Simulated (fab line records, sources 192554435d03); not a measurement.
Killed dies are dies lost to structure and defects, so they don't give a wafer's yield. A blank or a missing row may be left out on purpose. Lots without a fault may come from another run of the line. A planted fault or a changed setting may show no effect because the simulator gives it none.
Chamber matching | flow n5_finfet | N5_BEOL_M0_ETCH_128 on rie_diel-04: 4 sister chambers
The step etches SiCN in CF4/N2, target depth 12 nm, overetch 5.1 nm, time 21.4 s. 4 wafers are shown with their chamber, then 10 later ones without.

WAFERS WITH THEIR CHAMBER
wafer  | chamber | throttle_valve_pct (%)
L088.5 | 2       | 15.57
L091.3 | 0       | 15.32
L092.2 | 1       | 15.06
L092.4 | 3       | 15.03

WAFERS WITHOUT THEIR CHAMBER
wafer  | throttle_valve_pct (%)
L092.5 | 15.05
L093.1 | 15.06
L093.5 | 15.04
L093.6 | 15.58
L095.2 | 15.06
L095.4 | 15.34
L095.5 | 15.07
L096.1 | 15.61
L096.3 | 15.07
L096.6 | 15.07

WHICH CHAMBER EACH WENT THROUGH
wafer  | from the rows above     | in truth
L092.5 | can't be placed: 1 or 3 | 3
L093.1 | can't be placed: 1 or 3 | 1
L093.5 | can't be placed: 3 or 1 | 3
L093.6 | 2                       | 2
L095.2 | can't be placed: 1 or 3 | 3
L095.4 | 0                       | 0
L095.5 | can't be placed: 1 or 3 | 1
L096.1 | 2                       | 2
L096.3 | can't be placed: 1 or 3 | 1
L096.6 | can't be placed: 1 or 3 | 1
Placed correctly: 3 of 10. Can't be placed from these rows: 7 (the true chamber is among the candidates in 7). Placed wrongly: 0.
How it was worked out, from the rows above alone: a wafer's distance from a chamber is the root of the sum, over the readings, of the square of ((its reading less the chamber's mean) divided by the reading's scatter). The wafer belongs to the nearest chamber; if the next one is less than 2 further off, it can't be placed. A chamber's mean is the mean of its shown wafers. The scatter: with one shown wafer a chamber, the root of the mean of the squares of how far each hidden wafer lies from its nearest shown one.
